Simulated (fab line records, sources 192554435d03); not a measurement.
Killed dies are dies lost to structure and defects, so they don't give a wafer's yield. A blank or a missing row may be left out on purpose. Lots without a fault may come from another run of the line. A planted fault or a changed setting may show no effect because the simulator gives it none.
Chamber matching | flow n5_finfet | N5_BEOL_M8_STRIP_67 on rie_diel-01: 4 sister chambers
The step strips in CF4. 8 wafers are shown with their chamber, then 6 later ones without.

WAFERS WITH THEIR CHAMBER
wafer  | chamber | drypump_motor_current_A (A) | throttle_valve_pct (%)
L217.2 | 2       | 5.9                         | 13.77
L217.6 | 3       | 5.3                         | 13.65
L220.5 | 1       | 6.0                         | 13.26
L224.3 | 0       | 6.0                         | 13.51
L224.4 | 2       | 5.9                         | 13.79
L224.6 | 3       | 5.3                         | 13.69
L226.2 | 0       | 6.0                         | 13.50
L226.3 | 1       | 6.1                         | 13.28

WAFERS WITHOUT THEIR CHAMBER
wafer  | drypump_motor_current_A (A) | throttle_valve_pct (%)
L226.6 | 5.3                         | 13.69
L227.3 | 5.3                         | 13.69
L227.6 | 6.1                         | 13.30
L239.2 | 6.0                         | 13.57
L239.4 | 5.3                         | 13.78
L239.5 | 6.0                         | 13.33

WHICH CHAMBER EACH WENT THROUGH
wafer  | from the rows above | in truth
L226.6 | 3                   | 3
L227.3 | 3                   | 3
L227.6 | 1                   | 1
L239.2 | 0                   | 0
L239.4 | 3                   | 3
L239.5 | 1                   | 1
Placed correctly: 6 of 6. Can't be placed from these rows: 0. Placed wrongly: 0.
How it was worked out, from the rows above alone: a wafer's distance from a chamber is the root of the sum, over the readings, of the square of ((its reading less the chamber's mean) divided by the reading's scatter). The wafer belongs to the nearest chamber; if the next one is less than 2 further off, it can't be placed. A chamber's mean is the mean of its shown wafers. The scatter: the root of (the sum of the squares of (reading less its chamber's mean) over the shown wafers, divided by (wafers less chambers)).
